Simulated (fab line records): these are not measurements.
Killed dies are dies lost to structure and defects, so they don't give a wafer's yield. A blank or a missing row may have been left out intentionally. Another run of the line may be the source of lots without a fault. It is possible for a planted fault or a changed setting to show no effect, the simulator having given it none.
Matching of chambers + flow nand_harc + 3 sister chambers for NHARC_A_CONTACT_DEP_29 on pecvd-03
The step deposits SiON, target thk 100 nm. 6 wafers are shown with their chamber, then 7 later ones without.

== EACH WAFER AND ITS CHAMBER ==
| wafer  | chamber | heater_power_w (W) |
|--------|---------|--------------------|
| L937.5 | 2       | 750                |
| L943.5 | 2       | 761                |
| L951.5 | 1       | 854                |
| L951.6 | 0       | 813                |
| L953.1 | 0       | 680                |
| L953.2 | 1       | 804                |

== WAFERS WITH NO CHAMBER GIVEN ==
| wafer  | heater_power_w (W) |
|--------|--------------------|
| L953.4 | 697                |
| L959.1 | 776                |
| L959.3 | 723                |
| L959.5 | 769                |
| L960.3 | 787                |
| L960.4 | 803                |
| L960.5 | 815                |

== WHICH CHAMBER EACH ONE RAN IN ==
| wafer  | from the rows above          | in truth |
|--------|------------------------------|----------|
| L953.4 | can't be placed: 0 or 2 or 1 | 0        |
| L959.1 | can't be placed: 2 or 0 or 1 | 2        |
| L959.3 | can't be placed: 0 or 2 or 1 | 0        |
| L959.5 | can't be placed: 2 or 0 or 1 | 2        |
| L960.3 | can't be placed: 2 or 0 or 1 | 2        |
| L960.4 | can't be placed: 1 or 2 or 0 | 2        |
| L960.5 | can't be placed: 1 or 2 or 0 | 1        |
Correct placement for 0 of the 7. Can't be placed from these rows: 7 (the true chamber is among the candidates in 7). 0 placed wrongly.
How it was worked out, from the rows above alone: a wafer's distance from a chamber is the root of the sum, over the readings, of the square of ((its reading less the chamber's mean) divided by the reading's scatter). The wafer belongs to the nearest chamber; if the next one is less than 2 further off, it can't be placed. The mean given for a chamber averages the wafers shown for that chamber. The scatter is the square root of a quotient: the sum, over the shown wafers, of each reading's squared deviation from its chamber's mean, divided by wafers minus chambers.
